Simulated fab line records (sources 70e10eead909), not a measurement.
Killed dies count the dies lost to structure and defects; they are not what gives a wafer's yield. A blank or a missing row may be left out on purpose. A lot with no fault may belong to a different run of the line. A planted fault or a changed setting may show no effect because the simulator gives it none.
What tool caused it? / flow nand_harc / 6 lots, 18 wafers sampled, at 4 steps of a route of 1302

WHAT THE GAUGES SHOWED, per wafer
NHARC_END_SORT_01.
lot=L818; measured=day 25 02:26; on=prober-01; killed_at_periphery=7 6 9
lot=L819; measured=day 25 15:06; on=prober-01; killed_at_periphery=6 3 3
lot=L833; measured=day 31 05:08; on=prober-01; killed_at_periphery=3 3 6
lot=L835; measured=day 32 08:07; on=prober-01; killed_at_periphery=9 13 7

EACH LOT AND THE TOOL THAT RAN IT (in order: tool; ch and the chambers of the sampled wafers; start)
lot=L818; NHARC_A_CONTACT_STRIP_26=rie_diel-06 ch 0,2, day 23 02:47 or earlier; NHARC_A_CONTACT_ALD_18=ald_metal-04 ch 1,2, day 23 02:47; NHARC_A_BLC_ETCH_17=rie_diel-11 ch 1,2, day 23 05:07
lot=L819; NHARC_A_CONTACT_STRIP_26=rie_diel-01 ch 0,1,3, day 23 19:00 or earlier; NHARC_A_CONTACT_ALD_18=ald_metal-03 ch 1,2, day 23 19:00; NHARC_A_BLC_ETCH_17=rie_diel-11 ch 0,1,2, day 23 21:23
lot=L830; NHARC_A_CONTACT_STRIP_26=rie_diel-06 ch 0,1,2, day 28 03:31 or earlier; NHARC_A_CONTACT_ALD_18=ald_metal-03 ch 0,2, day 28 03:31; NHARC_A_BLC_ETCH_17=rie_diel-11 ch 0,2,3, day 28 05:50
lot=L833; NHARC_A_CONTACT_STRIP_26=rie_diel-06 ch 1,2,3, day 29 05:10 or earlier; NHARC_A_CONTACT_ALD_18=ald_metal-04 ch 0,3, day 29 05:10; NHARC_A_BLC_ETCH_17=rie_diel-11 ch 2,3, day 29 07:34
lot=L835; NHARC_A_CONTACT_STRIP_26=rie_diel-06 ch 0,1, day 30 12:41 or earlier; NHARC_A_CONTACT_ALD_18=ald_metal-03 ch 0,1,2, day 30 12:41; NHARC_A_BLC_ETCH_17=rie_diel-09 ch 1,3, day 30 15:10
lot=L839; NHARC_A_CONTACT_STRIP_26=rie_diel-06 ch 1,2,3, day 32 12:04 or earlier; NHARC_A_CONTACT_ALD_18=ald_metal-02 ch 1,2, day 32 12:04; NHARC_A_BLC_ETCH_17=rie_diel-11 ch 1,2,3, day 32 14:32
- NHARC_A_CONTACT_STRIP_26: strips in O2.
- NHARC_A_CONTACT_ALD_18: deposits TiN, target thk 3 nm, pulse time 1 s, ald cycles 150.
- NHARC_A_BLC_ETCH_17: etches the open film in N2/H2, target depth 390 nm, time 609.38 s.

THE ANSWER, worked out from the rows above alone
Rule: usual is defined by the lots themselves. The widest of any qualifying gaps counts: lots, ordered by their means at a reading, are off when they make up no more than a third of the lots, leave a main group of 4 or more, and stand apart from it by 3 or more times the standard deviation of that group's means. If all means in a main group match to the digits the tables above print for the reading, that group is not used. A lot without any number at a reading at which 4 lots or more have one is off too. Where the step has rows for the other lots, those lots are counted as sound.
No lot is off at any reading shown: from this, nothing can be told.

WHAT THE SIMULATOR PUT IN
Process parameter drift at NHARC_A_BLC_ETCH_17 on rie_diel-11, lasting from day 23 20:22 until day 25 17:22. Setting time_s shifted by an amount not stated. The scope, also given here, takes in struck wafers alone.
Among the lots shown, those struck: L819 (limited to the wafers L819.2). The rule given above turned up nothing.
